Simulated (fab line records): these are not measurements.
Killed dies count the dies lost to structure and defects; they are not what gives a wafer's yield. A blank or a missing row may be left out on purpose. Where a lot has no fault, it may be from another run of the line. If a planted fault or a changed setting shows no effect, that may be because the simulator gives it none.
Chamber matching | flow nand_harc | NHARC_A_STAIRCASE_DESCUM_219 on rie_diel-12: 4 sister chambers
The step chemistry O2, time 3 s. 45 wafers are shown with their chamber, then 12 later ones without.

## WAFERS WITH THEIR CHAMBER
wafer  | chamber | drypump_motor_current_A (A) | showerhead_plenum_p_Torr (Torr) | rf_vpp_V (V)
L075.2 | 0       | 5.7                         | 1.88                            | 57.8
L075.3 | 2       | 6.3                         | 1.99                            | 57.8
L075.6 | 2       | 6.3                         | 1.99                            | 58.8
L074.3 | 3       | 6.5                         | 2.00                            | 57.8
L074.4 | 1       | 5.9                         | 1.82                            | 56.1
L074.5 | 0       | 5.7                         | 1.88                            | 56.4
L076.2 | 2       | 6.3                         | 1.99                            | 58.8
L076.3 | 3       | 6.5                         | 2.00                            | 57.7
L076.4 | 0       | 5.6                         | 1.88                            | 57.9
L078.1 | 1       | 5.9                         | 1.82                            | 58.3
L078.2 | 3       | 6.5                         | 2.00                            | 58.8
L078.6 | 3       | 6.5                         | 2.00                            | 56.9
L079.1 | 3       | 6.5                         | 2.00                            | 57.8
L079.2 | 1       | 5.9                         | 1.82                            | 57.4
L079.5 | 2       | 6.3                         | 1.99                            | 59.0
L081.1 | 3       | 6.5                         | 2.00                            | 57.7
L081.2 | 2       | 6.3                         | 1.99                            | 58.8
L081.4 | 1       | 5.9                         | 1.82                            | 58.6
L082.1 | 2       | 6.3                         | 1.98                            | 57.6
L082.2 | 3       | 6.5                         | 2.00                            | 55.9
L082.3 | 1       | 5.9                         | 1.81                            | 57.5
L082.4 | 0       | 5.7                         | 1.87                            | 56.6
L082.5 | 3       | 6.5                         | 2.00                            | 57.0
L082.6 | 2       | 6.3                         | 1.99                            | 59.2
L083.2 | 2       | 6.3                         | 1.99                            | 58.9
L083.3 | 3       | 6.5                         | 2.00                            | 58.0
L083.6 | 0       | 5.7                         | 1.87                            | 58.2
L084.1 | 0       | 5.6                         | 1.87                            | 58.1
L084.2 | 3       | 6.4                         | 1.99                            | 58.0
L084.5 | 2       | 6.3                         | 1.98                            | 60.6
L087.1 | 2       | 6.3                         | 1.98                            | 59.5
L087.2 | 3       | 6.5                         | 1.99                            | 59.2
L087.4 | 2       | 6.3                         | 1.98                            | 59.2
L088.3 | 1       | 5.9                         | 1.81                            | 56.5
L088.4 | 3       | 6.5                         | 1.99                            | 56.0
L088.5 | 1       | 5.9                         | 1.81                            | 58.1
L088.1 | 3       | 6.5                         | 1.99                            | 58.1
L088.2 | 2       | 6.3                         | 1.98                            | 59.8
L088.6 | 2       | 6.3                         | 1.98                            | 58.0
L090.1 | 3       | 6.5                         | 1.99                            | 58.2
L090.3 | 1       | 5.9                         | 1.81                            | 56.9
L090.5 | 3       | 6.5                         | 1.99                            | 57.8
L090.2 | 2       | 6.3                         | 1.98                            | 57.8
L090.4 | 2       | 6.3                         | 1.98                            | 57.8
L090.6 | 1       | 5.9                         | 1.81                            | 56.3

SIGNATURES (means of the wafers above)
reading                  | chamber 0 | chamber 1 | chamber 2 | chamber 3 | scatter within a chamber
drypump_motor_current_A  | 5.667     | 5.900     | 6.300     | 6.493     | 0.0235
showerhead_plenum_p_Torr | 1.8750    | 1.8144    | 1.9847    | 1.9960    | 0.00519
rf_vpp_V                 | 57.500    | 57.300    | 58.773    | 57.660    | 0.873
Rule: a wafer's distance from a chamber is the root of the sum, over the readings, of the square of ((its reading less the chamber's mean) divided by the reading's scatter). The wafer belongs to the nearest chamber; if the next one is less than 2 further off, it can't be placed. The scatter is the square root of a quotient: the sum, over the shown wafers, of each reading's squared deviation from its chamber's mean, divided by wafers minus chambers.

## WAFERS WITH NO CHAMBER GIVEN
wafer  | drypump_motor_current_A (A) | showerhead_plenum_p_Torr (Torr) | rf_vpp_V (V)
L092.2 | 6.3                         | 1.98                            | 56.9
L092.3 | 5.7                         | 1.87                            | 57.5
L092.6 | 5.9                         | 1.81                            | 56.3
L093.1 | 6.5                         | 1.99                            | 58.1
L093.2 | 6.3                         | 1.98                            | 58.9
L093.4 | 5.6                         | 1.87                            | 56.3
L095.1 | 6.5                         | 1.99                            | 57.7
L095.2 | 5.7                         | 1.86                            | 58.2
L095.3 | 6.3                         | 1.97                            | 60.0
L095.4 | 5.9                         | 1.80                            | 56.5
L095.5 | 5.9                         | 1.81                            | 56.3
L095.6 | 6.3                         | 1.97                            | 58.2

## CHAMBER TAKEN BY EACH
wafer  | from the rows above | in truth
L092.2 | 2                   | 2
L092.3 | 0                   | 0
L092.6 | 1                   | 1
L093.1 | 3                   | 3
L093.2 | 2                   | 2
L093.4 | 0                   | 0
L095.1 | 3                   | 3
L095.2 | 0                   | 0
L095.3 | 2                   | 2
L095.4 | 1                   | 1
L095.5 | 1                   | 1
L095.6 | 2                   | 2
Placed correctly: 12 of 12. Left unplaced by these rows: 0. Wrongly placed: 0.
